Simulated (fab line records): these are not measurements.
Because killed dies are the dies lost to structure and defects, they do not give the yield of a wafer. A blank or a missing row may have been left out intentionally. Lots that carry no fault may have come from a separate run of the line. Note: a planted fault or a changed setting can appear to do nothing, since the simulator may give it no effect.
Matching of chambers :: flow nandHarc :: 3 sister chambers for NHARC_P_M0_DEP_32 on pecvd-03
The step deposits SiCN, target thk 30 nm. 6 wafers are shown with their chamber, then 9 later ones without.

WAFERS WITH THEIR CHAMBER
wafer: L080.4
chamber: 0
heaterPowerW (W): 656

wafer: L083.5
chamber: 0
heaterPowerW (W): 566

wafer: L084.4
chamber: 2
heaterPowerW (W): 475

wafer: L088.2
chamber: 2
heaterPowerW (W): 536

wafer: L088.3
chamber: 1
heaterPowerW (W): 564

wafer: L088.4
chamber: 1
heaterPowerW (W): 566

WAFERS WITHOUT THEIR CHAMBER
wafer: L085.3
heaterPowerW (W): 647

wafer: L085.4
heaterPowerW (W): 637

wafer: L085.5
heaterPowerW (W): 525

wafer: L090.2
heaterPowerW (W): 651

wafer: L090.4
heaterPowerW (W): 658

wafer: L090.6
heaterPowerW (W): 525

wafer: L094.2
heaterPowerW (W): 502

wafer: L094.4
heaterPowerW (W): 598

wafer: L094.6
heaterPowerW (W): 611

WHICH CHAMBER EACH ONE RAN IN
wafer: L085.3
from the rows above: can't be placed: 0 or 1
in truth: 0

wafer: L085.4
from the rows above: can't be placed: 0 or 1
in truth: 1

wafer: L085.5
from the rows above: can't be placed: 2 or 1 or 0
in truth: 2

wafer: L090.2
from the rows above: can't be placed: 0 or 1
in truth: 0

wafer: L090.4
from the rows above: can't be placed: 0 or 1
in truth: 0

wafer: L090.6
from the rows above: can't be placed: 2 or 1 or 0
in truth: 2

wafer: L094.2
from the rows above: can't be placed: 2 or 1
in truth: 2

wafer: L094.4
from the rows above: can't be placed: 0 or 1 or 2
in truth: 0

wafer: L094.6
from the rows above: can't be placed: 0 or 1
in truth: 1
Placed correctly: 0 of 9. Not placeable from these rows: 9 (in 9, the candidates include the true chamber). Placed wrongly: 0.
How it was worked out, from the rows above alone: a wafer's distance from a chamber is the root of the sum, over the readings, of the square of ((its reading less the chamber's mean) divided by the reading's scatter). The wafer belongs to the nearest chamber; if the next one is less than 2 further off, it can't be placed. Each chamber's mean is taken over the wafers shown for it. The scatter: take each reading less its chamber's mean, square it, sum over the shown wafers, divide by the number of wafers less the number of chambers, and take the root.
